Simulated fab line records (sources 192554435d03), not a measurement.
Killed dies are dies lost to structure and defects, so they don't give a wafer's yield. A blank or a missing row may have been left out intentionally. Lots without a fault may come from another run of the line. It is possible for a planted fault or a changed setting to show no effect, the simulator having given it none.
Split-lot experiment + flow n5_finfet + on a route of 1938 steps: 7 lots, 39 wafers read

THE SPLIT
At N5_SD_EPI_N_ETCH_45 (etches SiOCN in CH3F/O2, target depth 6 nm), the setting target_depth_a was moved away from the recipe's 60 angstrom on 18 of the 39 wafers read, by -22.0% to +44.2%. For the rest of the wafers, this setting stayed at what the recipe calls for.

The split's own step is where the reading is taken.

THE READING
etch.depth_nm (the simulator's own value, which no gauge read), in nm, at N5_SD_EPI_N_ETCH_45 (etches SiOCN in CH3F/O2, target depth 6 nm). There is no usual value for it anywhere in the file. Across the 21 wafers here that went through the recipe, the average is 5.986 nm and the standard deviation 0.095 nm.

| wafer  | tool, chamber at the split | target_depth_a as run, angstrom | against the recipe | etch.depth_nm, nm | against lot-mates on the recipe |
|--------|----------------------------|---------------------------------|--------------------|-------------------|---------------------------------|
| L075.1 | rie_diel-05, 0             | 60                              | recipe             | 5.868             | -                               |
| L075.2 | rie_diel-05, 3             | 79.94                           | +33.2%             | 7.969             | +2.031                          |
| L075.3 | rie_diel-05, 1             | 79.94                           | +33.2%             | 8.03              | +2.092                          |
| L075.4 | rie_diel-05, 2             | 60                              | recipe             | 5.905             | -                               |
| L075.5 | rie_diel-05, 2             | 79.94                           | +33.2%             | 7.792             | +1.854                          |
| L075.6 | rie_diel-05, 1             | 60                              | recipe             | 6.041             | -                               |
| L078.1 | rie_diel-06, 2             | 60                              | recipe             | 5.904             | -                               |
| L078.2 | rie_diel-06, 1             | 60                              | recipe             | 5.951             | -                               |
| L078.3 | rie_diel-06, 3             | 60                              | recipe             | 5.965             | -                               |
| L078.4 | rie_diel-06, 3             | 73.02                           | +21.7%             | 7.325             | +1.385                          |
| L078.5 | rie_diel-06, 1             | 73.02                           | +21.7%             | 7.266             | +1.326                          |
| L078.6 | rie_diel-06, 2             | 73.02                           | +21.7%             | 7.17              | +1.230                          |
| L086.1 | rie_diel-05, 0             | 86.37                           | +44.0%             | 8.462             | +2.417                          |
| L086.2 | rie_diel-05, 3             | 86.37                           | +44.0%             | 8.555             | +2.510                          |
| L086.3 | rie_diel-05, 1             | 60                              | recipe             | 6.109             | -                               |
| L086.4 | rie_diel-05, 1             | 60                              | recipe             | 6.123             | -                               |
| L086.5 | rie_diel-05, 0             | 60                              | recipe             | 5.902             | -                               |
| L086.6 | rie_diel-05, 3             | 86.37                           | +44.0%             | 8.515             | +2.470                          |
| L088.1 | rie_diel-04, 0             | 86.54                           | +44.2%             | 8.843             | +2.729                          |
| L088.2 | rie_diel-04, 1             | 60                              | recipe             | 6.099             | -                               |
| L088.3 | rie_diel-04, 3             | 86.54                           | +44.2%             | 8.875             | +2.761                          |
| L088.4 | rie_diel-04, 2             | 60                              | recipe             | 6.168             | -                               |
| L088.5 | rie_diel-04, 1             | 60                              | recipe             | 6.076             | -                               |
| L088.6 | rie_diel-04, 0             | 86.54                           | +44.2%             | 8.757             | +2.643                          |
| L089.1 | rie_diel-05, 3             | 60                              | recipe             | 5.967             | -                               |
| L089.2 | rie_diel-05, 2             | 46.79                           | -22.0%             | 4.772             | -1.175                          |
| L089.3 | rie_diel-05, 1             | 46.79                           | -22.0%             | 4.745             | -1.202                          |
| L089.4 | rie_diel-05, 0             | 60                              | recipe             | 5.921             | -                               |
| L089.5 | rie_diel-05, 1             | 46.79                           | -22.0%             | 4.775             | -1.172                          |
| L089.6 | rie_diel-05, 0             | 60                              | recipe             | 5.953             | -                               |
| L090.1 | rie_diel-06, 3             | 60                              | recipe             | 6.052             | -                               |
| L090.5 | rie_diel-06, 2             | 60                              | recipe             | 5.903             | -                               |
| L090.6 | rie_diel-06, 3             | 60                              | recipe             | 6.072             | -                               |
| L093.1 | rie_diel-05, 2             | 83.2                            | +38.7%             | 8.316             | +2.406                          |
| L093.2 | rie_diel-05, 3             | 83.2                            | +38.7%             | 8.144             | +2.234                          |
| L093.3 | rie_diel-05, 0             | 83.2                            | +38.7%             | 8.097             | +2.187                          |
| L093.4 | rie_diel-05, 3             | 60                              | recipe             | 5.924             | -                               |
| L093.5 | rie_diel-05, 2             | 60                              | recipe             | 6.007             | -                               |
| L093.6 | rie_diel-05, 0             | 60                              | recipe             | 5.798             | -                               |

THE FIT
A straight line over all 39 wafers: etch.depth_nm changes by +0.059 nm for each +1% of target_depth_a; r = +1.00; the points scatter about the line by 0.11 nm.
The same after taking each lot's own level away (the mean of its wafers on the recipe; 39 wafers): +0.0583 nm for each +1%; r = +1.00; scatter 0.088 nm.
According to that fit, moving target_depth_a by its largest amount changes the reading by 2.6 nm.
The lots' own levels span 5.9097 to 6.1143 nm, that is 2.1 times the standard deviation above.
So the lot-to-lot level changes the slope little: the two slopes agree.
Check: for one of the wafers moved furthest among these (+44.2%), held out of the fit, the line's prediction against its lot-mates is +2.59 nm. It came out at +2.73 nm against them.

FURTHER SPLITS ON THESE WAFERS
Before the reading, these wafers also passed through other splits. Each is held against what the fit with the lots' levels taken away leaves over:
| other split on the same wafers          | wafers away from the commonest value | r with etch.depth_nm (lot level and that fit taken away) |
|-----------------------------------------|--------------------------------------|----------------------------------------------------------|
| N5_ZERO_LAYER_PECVD_02 time_s           | 15                                   | -0.34                                                    |
| N5_FIN_SAQP_SPACER2_ALD_28 target_thk_a | 12                                   | +0.21                                                    |

THE FILE'S OWN FIT
etch.depth_nm changes by +0.0587 nm for each +1% of target_depth_a, r = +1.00.
